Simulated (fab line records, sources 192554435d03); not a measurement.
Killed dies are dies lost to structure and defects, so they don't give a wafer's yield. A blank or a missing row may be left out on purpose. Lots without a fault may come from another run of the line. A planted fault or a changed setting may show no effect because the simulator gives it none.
fab line records | flow n5_finfet
record lots=10 wafers=28 last_day=18
route steps=1938 shown BEOL_M2@924 BEOL_M3@944 BEOL_M4@1111 PASSIVATION@1936
lots that met no fault: from a run of the same line without faults
start_h: hours from the record's first day to the start of the lot's first wafer shown | wait_h: hours since the lot's step before | " the same as in the row above | L1.1+2: a row that stands for several wafers | - no value, or no start given | * or withheld: withheld | < > ~ a bound
route shown NAME@n: a module of which the file shows steps, and the number in the route of the first | usual: mean/standard deviation of fault-free wafers | same: alike in all rows | chamber/n: place in a boat | sites: the reading at each site | _std_site: their standard deviation | _edge_site: outer sites' mean less inner sites' | radius_mm: how far each site lies from the wafer's centre | mask NAME#n: copy n | behind: the tool/chamber that last shaped the wafer | hold: why the lot was held/for how many hours/how that ended | device: the transistor (n, p or np) that didn't switch | end of line: the same wafers' tests at the end of the route | a step without rows: its recipe alone | killed: dies lost to structure and defects at the first sort, not the wafer's yield | map: a wafer's dies, x killed, . not, _ none there
set.NAME: the setting as run; set.NAME@STEP: as run at that earlier step | model.NAME: the simulator's own value behind a step, which no gauge read
steps of the route over a sample of lots; a table a step, a row a wafer
services: from which hour (start_h, from the record's first day; less than 0 if before it) a tool's chamber was out of use, for how many hours, and why
## steps
# step N5_BEOL_M2_THK_MEAS_53
# recipe thk_meas_gauge=xrf reads=Cu_of_BEOL_M2_ECD_50
# usual M2_THK=40.2/1.6
# columns lot.wafer tool chamber start_h wait_h M2_THK[nm]
L885.1 film_metro-01 - 142.96 - 40.6
L885.3 " - " " 39.1
L885.5 " - " " 39.9
L887.3 film_metro-02 - 154.99 - 40.7
L887.4 " - " " 38.8
L887.6 " - " " 39.7
L888.2 film_metro-02 - 159.88 - 39.6
L888.4 " - " " 38.2
L888.5 " - " " 40.1
L890.1 film_metro-01 - 171.68 - 38.7
L890.2 " - " " 38.4
L890.6 " - " " 38.4
L893.4 film_metro-01 - 181.96 - 39.9
L893.6 " - " " 38.1
L892.5 film_metro-01 - 188.82 - 38.5
L892.6 " - " " 37.1
L901.1 film_metro-02 - 268.50 - 39.3
L901.3 " - " " 38.6
L901.6 " - " " 38.4
L903.2 film_metro-02 - 270.20 - 39.9
L903.4 " - " " 40.6
L903.6 " - " " 41.7
L902.1 film_metro-01 - 272.79 - 39.6
L902.2 " - " " 39.5
L902.3 " - " " 41.6
L907.1 film_metro-01 - 282.72 - 39.9
L907.4 " - " " 41.2
L907.5 " - " " 40.7
# step N5_BEOL_M3_CD_MEAS_11
# recipe target_cd_nm=17.05 landing_energy_ev=500 detector=se_inlens polarity=opening
# usual cd_nm=17.12/0.23
# columns lot.wafer tool chamber start_h wait_h cd_nm
L885.1 cd_sem-01 0 144.95 - 16.84
L885.3 " 0 " " 17.00
L885.5 " 0 " " 17.05
L887.3 cd_sem-03 0 156.45 - 16.86
L887.4 " 0 " " 17.23
L887.6 " 0 " " 17.13
L888.2 cd_sem-01 0 162.17 - 16.95
L888.4 " 0 " " 16.57
L888.5 " 0 " " 17.19
L890.1 cd_sem-02 0 173.37 - 17.36
L890.2 " 0 " " 17.56
L890.6 " 0 " " 17.46
L893.4 cd_sem-03 0 185.45 - 16.83
L893.6 " 0 " " 17.38
L892.5 cd_sem-03 0 191.85 - 17.63
L892.6 " 0 " " 17.41
L901.1 cd_sem-01 0 270.93 - 16.49
L901.3 " 0 " " 16.85
L901.6 " 0 " " 16.80
L903.2 cd_sem-01 0 272.70 - 16.97
L903.4 " 0 " " 16.95
L903.6 " 0 " " 17.30
L902.1 cd_sem-03 0 275.76 - 17.27
L902.2 " 0 " " 17.20
L902.3 " 0 " " 17.19
L907.1 cd_sem-03 0 284.38 - 17.31
L907.4 " 0 " " 16.95
L907.5 " 0 " " 17.31
# step N5_BEOL_M3_ETCH_63
# recipe chemistry=CF4 target=SiARC target_depth_a=156 mask_material=CAR-EUV time_s=26 ion_energy_ev=80 pressure_mtorr=40 source_w=545 bias_w=36 Ar_flow_sccm=100 cf4_flow_sccm=100 ends=cleared
# usual drypump_motor_current_A=5.5/0.66 etch_rf_on_time_s=26.1/0.54 oes_product_au=0.64/0.068 rf_vpp_V=184.2/1.1 showerhead_plenum_p_Torr=2.16/0.067 throttle_valve_pct=15.78/0.21
# columns lot.wafer tool chamber start_h wait_h drypump_motor_current_A etch_rf_on_time_s oes_product_au rf_hours_counter_h rf_vpp_V showerhead_plenum_p_Torr throttle_valve_pct
L885.1 rie_diel-01 0 145.17 0.0 5.0 26.1 0.66 147 185.8 2.24 15.90
L885.3 " 3 " " 4.7 25.8 0.61 214 183.8 2.12 15.88
L885.5 " 3 " " 4.7 25.9 0.61 - 183.9 2.12 15.88
L887.3 rie_diel-01 3 156.76 0.0 4.7 26.0 0.61 217 185.4 2.12 15.89
L887.4 " 0 " " 5.0 26.4 0.66 150 185.5 2.23 15.90
L887.6 " 3 " " 4.7 26.0 0.61 - 183.4 2.12 15.90
L888.2 rie_diel-01 1 162.35 0.0 5.2 25.5 0.60 221 185.6 2.21 15.69
L888.4 " 0 " " 5.0 26.0 0.66 152 185.4 2.23 15.91
L888.5 " 1 " " 5.2 25.4 0.59 - 185.0 2.21 15.71
L890.1 rie_diel-05 0 173.68 0.0 6.7 25.6 0.61 202 181.1 2.04 16.04
L890.2 " 3 " " 4.9 25.7 0.79 16 184.9 2.27 15.51
L890.6 " 1 " " 6.7 26.3 0.63 - 184.5 2.06 15.76
L893.4 rie_diel-01 0 185.61 0.0 5.0 26.4 0.65 161 184.9 2.23 15.92
L893.6 " 3 " " 4.7 19.0 0.72 - 182.7 2.11 15.92
L892.5 rie_diel-01 0 192.03 0.0 5.0 19.1 0.78 - 185.8 2.23 15.92
L892.6 " 3 " " 4.7 19.0 0.72 - 184.2 2.11 15.90
L901.1 rie_diel-05 2 271.10 0.0 5.3 26.7 0.58 234 185.8 2.20 15.79
L901.3 " 3 " " 4.9 25.8 0.74 49 184.7 2.26 15.58
L901.6 " 3 " " 4.9 25.8 0.74 - 188.3 2.26 15.60
L903.2 rie_diel-06 2 272.88 0.0 6.5 25.8 0.74 32 182.9 2.10 15.27
L903.4 " 0 " " 6.4 26.1 0.68 99 184.7 2.23 15.37
L903.6 " 0 " " 6.4 26.0 0.68 - 185.4 2.23 15.38
L902.1 rie_diel-01 2 275.94 0.0 5.5 26.8 0.62 185 184.6 2.13 15.91
L902.2 " 0 " " 5.0 26.3 0.63 193 185.0 2.22 15.99
L902.3 " 1 " " 5.2 24.6 0.85 2 184.5 2.20 15.28
L907.1 rie_diel-01 0 284.56 0.0 5.0 26.2 0.63 195 183.5 2.22 16.01
L907.4 " 0 " " 5.0 26.1 0.63 - 184.7 2.22 15.99
L907.5 " 2 " " 5.5 26.6 0.62 - 183.1 2.13 15.91
# step N5_BEOL_M3_STRIP_19
# recipe chemistry=O2 power_w=400 temp_c=40 pressure_mtorr=30 rf_frequency_hz=6e+07 bias_power_w=0 overash_fraction=0.2 o2_flow_sccm=225
# usual drypump_motor_current_A=5.6/0.7 oes_product_au=0.75/0.077 rf_vpp_V=3.6/0.42 showerhead_plenum_p_Torr=2.11/0.076 temp_c=40.00/0.1 throttle_valve_pct=16.80/0.24
# same overash_fraction=0.2
# columns lot.wafer tool chamber start_h wait_h drypump_motor_current_A oes_product_au rf_hours_counter_h rf_vpp_V showerhead_plenum_p_Torr temp_c throttle_valve_pct
L885.1 rie_diel-01 2 145.48 0.1 5.5 0.77 139 4.0 2.11 40.04 16.90
L885.3 " 0 " " 5.0 0.79 147 3.2 2.19 39.89 16.93
L885.5 " 0 " " 5.0 0.78 - 4.1 2.19 39.93 16.94
L887.3 rie_diel-01 0 157.06 0.1 5.0 0.78 151 3.9 2.19 40.15 16.94
L887.4 " 3 " " 4.7 0.70 217 3.7 2.09 39.89 17.05
L887.6 " 0 " " 5.0 0.78 - 3.2 2.19 39.97 16.94
L888.2 rie_diel-01 0 162.66 0.1 5.0 0.78 153 3.9 2.19 40.25 16.94
L888.4 " 3 " " 4.7 0.71 219 3.8 2.09 40.08 17.07
L888.5 " 2 " " 5.5 0.76 - 3.3 2.11 40.03 16.92
L890.1 rie_diel-01 3 173.98 0.1 4.8 0.70 223 3.1 2.09 40.15 17.07
L890.2 " 2 " " 5.5 0.75 147 3.8 2.10 40.05 16.92
L890.6 " 0 " " 5.0 0.78 - 3.6 2.19 39.98 16.93
L893.4 rie_diel-05 3 185.92 0.1 4.9 0.92 21 3.4 2.23 39.91 16.63
L893.6 " 3 " " 4.9 0.91 - 2.8 2.23 40.04 16.62
L892.5 rie_diel-01 0 192.45 0.2 5.0 0.76 - 3.5 2.18 39.96 16.96
L892.6 " 3 " " 4.7 0.69 - 3.5 2.09 39.97 17.09
L901.1 rie_diel-06 1 271.41 0.1 5.4 0.71 214 3.7 2.07 40.11 16.84
L901.3 " 2 " " 6.5 0.86 32 3.6 2.04 40.11 16.28
L901.6 " 3 " " 5.5 0.72 - 3.4 2.06 40.17 16.72
L903.2 rie_diel-05 1 273.18 0.1 6.7 0.71 192 3.5 1.98 39.99 16.78
L903.4 " 3 " " 4.9 0.88 49 3.5 2.22 40.16 16.70
L903.6 " 0 " " 6.7 0.67 - 3.3 1.97 39.86 17.07
L902.1 rie_diel-05 3 276.25 0.1 4.9 0.88 50 4.1 2.22 40.17 16.69
L902.2 " 0 " " 6.7 0.67 237 4.0 1.97 39.98 17.08
L902.3 " 1 " " 6.7 0.71 192 3.3 1.98 39.86 16.78
L907.1 rie_diel-01 2 284.86 0.1 5.5 0.73 187 3.2 2.09 40.15 17.00
L907.4 " 0 " " 5.0 0.74 - 4.0 2.17 40.15 17.02
L907.5 " 2 " " 5.6 0.73 - 3.9 2.09 40.17 17.00
# step N5_BEOL_M4_RC_MEAS_101
# usual DIBL_N=36.3/1.9 DIBL_P=36.0/2.1 IOFF_N=0.16/0.031 IOFF_P=0.21/0.035 ION_N=675/14 ION_P=464/8.5 SS_N=71.5/0.6 SS_P=73.3/0.72 VT_N=250/3.2 VT_P=-250/3.1
# columns lot.wafer tool chamber start_h wait_h DIBL_N[mV/V] DIBL_P[mV/V] IOFF_N[nA/um] IOFF_P[nA/um] ION_N[uA/um] ION_P[uA/um] SS_N[mV/dec] SS_P[mV/dec] VT_N[mV] VT_P[mV]
L885.1 prober-02 0 162.43 0.0 37.9 38.3 0.19 0.27 683 472 71.8 74.1 247 -245
L885.3 " 0 " " 38.2 39.7 0.21 0.31 705 484 71.7 74.4 245 -244
L885.5 " 0 " " 37.5 38.2 0.19 0.27 688 470 71.7 74.0 245 -246
L887.3 prober-01 0 174.19 0.3 33.5 31.3 0.11 0.14 649 443 70.3 72.5 254 -258
L887.4 " 0 " " 37.7 36.1 0.17 0.20 662 455 72.0 73.5 253 -252
L887.6 " 0 " " 34.6 32.5 0.13 0.15 664 452 71.9 72.4 253 -256
L888.2 prober-01 0 183.01 0.2 34.5 36.0 0.14 0.19 691 475 70.4 73.7 249 -252
L888.4 " 0 " " 34.5 36.8 0.14 0.20 673 464 70.9 74.3 251 -250
L888.5 " 0 " " 39.1 41.7 0.24 0.29 698 470 71.9 74.9 242 -247
L890.1 prober-01 0 192.67 0.0 34.9 35.4 0.14 0.21 667 468 71.2 72.8 249 -248
L890.2 " 0 " " 33.6 34.7 0.13 0.20 671 470 71.3 72.7 250 -248
L890.6 " 0 " " 33.5 34.3 0.14 0.21 681 480 71.0 72.3 249 -247
L893.4 prober-01 0 202.54 0.5 35.0 34.1 0.12 0.20 663 462 70.9 72.1 255 -249
L893.6 " 0 " " 33.5 32.0 0.10 0.17 651 460 71.2 72.0 256 -251
L892.5 prober-02 0 207.73 0.6 36.4 35.1 0.16 0.22 677 470 70.3 72.6 251 -247
L892.6 " 0 " " 38.9 37.4 0.19 0.25 683 467 71.8 73.2 249 -245
L901.1 prober-02 0 295.30 0.0 39.3 40.2 0.22 0.29 696 484 72.3 74.4 246 -245
L901.3 " 0 " " 36.0 35.6 0.15 0.19 694 475 70.8 73.4 249 -251
L901.6 " 0 " " 36.2 36.0 0.15 0.20 686 472 71.5 73.3 249 -252
L903.2 prober-02 0 307.71 0.2 37.5 35.8 0.16 0.21 694 471 71.5 74.1 249 -249
L903.4 " 0 " " 39.9 38.6 0.21 0.25 683 462 72.6 74.0 245 -247
L903.6 " 0 " " 40.5 39.5 0.24 0.27 715 481 72.2 74.0 244 -245
L902.1 prober-01 0 313.40 0.0 38.9 37.9 0.18 0.24 673 462 71.4 74.0 248 -249
L902.2 " 0 " " 36.9 34.5 0.15 0.19 673 456 71.2 73.6 249 -252
L902.3 " 0 " " 37.8 36.4 0.15 0.22 648 451 72.2 74.2 253 -252
L907.1 prober-02 0 324.58 0.0 35.8 36.4 0.15 0.23 676 469 72.4 73.1 251 -249
L907.4 " 0 " " 34.3 34.6 0.13 0.19 673 465 71.7 72.1 253 -250
L907.5 " 0 " " 36.3 36.0 0.15 0.21 676 465 72.0 72.5 251 -249
# step N5_PASSIVATION_PROBE_49
# usual defect_limited_yield=91.0/1.5 killed_at_M0_to_M3=32/9.6 killed_at_M4_up=13/4.7 killed_at_contacts=13/7.2 killed_at_front_end=44/13 killed_at_other=4/3.4 killed_dies=106/18 killed_open=70/13 killed_short=35/8 sort_bin_5_function=5.3/0.97 sort_bin_6_memory=3.4/0.73 sort_bin_8_speed=0.00/0.036 sort_n_pass=1074/18 sort_yield_pct=91.0/1.5
# same gross_dies=1180 killed_at_back_side=0 sort_bin_4_leakage[%]=0
# columns lot.wafer tool chamber start_h wait_h defect_limited_yield[%] killed_at_M0_to_M3 killed_at_M4_up killed_at_contacts killed_at_front_end killed_at_other killed_dies killed_open killed_short sort_bin_5_function[%] sort_bin_6_memory[%] sort_bin_8_speed[%] sort_n_pass sort_yield_pct[%]
L893.6 prober-02 - 278.85 0.3 92.1 35 3 10 42 3 93 64 29 5.0 2.5 0 1087 92.1
L892.6 prober-02 - 290.73 0.3 91.7 28 17 7 45 1 98 64 29 4.6 3.1 0.08 1082 91.7
# killed by level:class
L893.6 FIN_SAQP:geometric_particle:open=14 BEOL_M1:geometric_particle:open=12 STI_FIN_REVEAL:geometric_particle:open=7 MOL_CONTACT_COAG:geometric_particle:open=7 BEOL_M2:geometric_particle:open=7 GATE_CUT:geometric_particle:short=4 BEOL_M0_SAQP:geometric_particle:short=4 BEOL_M0_SAQP:geometric_particle:open=3
L892.6 BEOL_M4:geometric_particle:open=13 FIN_SAQP:geometric_particle:short=12 MOL_CONTACT_COAG:geometric_particle:open=7 STI_FIN_REVEAL:geometric_particle:open=6 BEOL_M0:geometric_particle:open=6 DUMMY_GATE:geometric_particle:open=5 BEOL_M0_SAQP:geometric_particle:short=5 BEOL_M2:geometric_particle:open=5
## services
# columns tool chamber start_h hours kind
rie_diel-06 2 128.02 - clean
rie_diel-06 2 128.02 - consumable_replace:focus_ring
rie_diel-06 2 128.02 22.3 scheduled_down
rie_diel-06 2 128.02 22.3 vent_cycle
rie_diel-05 2 167.42 14.2 repair
rie_diel-06 - 168.33 28.1 pm
rie_diel-01 1 249.23 - clean
rie_diel-01 1 249.23 - consumable_replace:focus_ring
rie_diel-01 1 249.23 20.2 scheduled_down
rie_diel-01 1 249.23 20.2 vent_cycle
rie_diel-05 - 253.99 4.3 pm
rie_diel-01 3 269.48 - clean
rie_diel-01 3 269.48 - consumable_replace:focus_ring
rie_diel-01 3 269.48 15.8 scheduled_down
rie_diel-01 3 269.48 15.8 vent_cycle
rie_diel-05 - 284.08 2.4 repair
## key
first_sign step=N5_BEOL_M3_ETCH_63 reading=etch_rf_on_time_s direction=down sigmas=13 usual=* struck=*
effect none on later readings
met_at N5_BEOL_M3_ETCH_63
struck_lots L892,L893
struck_wafers L892.5,L892.6,L893.6
not_acting_at N5_BEOL_M2_THK_MEAS_53,N5_BEOL_M3_CD_MEAS_11,N5_BEOL_M3_STRIP_19
onset_between 162.35 185.61
fault kind=process_parameter_drift tool=rie_diel-01 chamber=- onset_h=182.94 steps=N5_BEOL_M3_ETCH_63 channel=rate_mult offset=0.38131 shape=step end_h=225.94 scope=struck_wafers_only
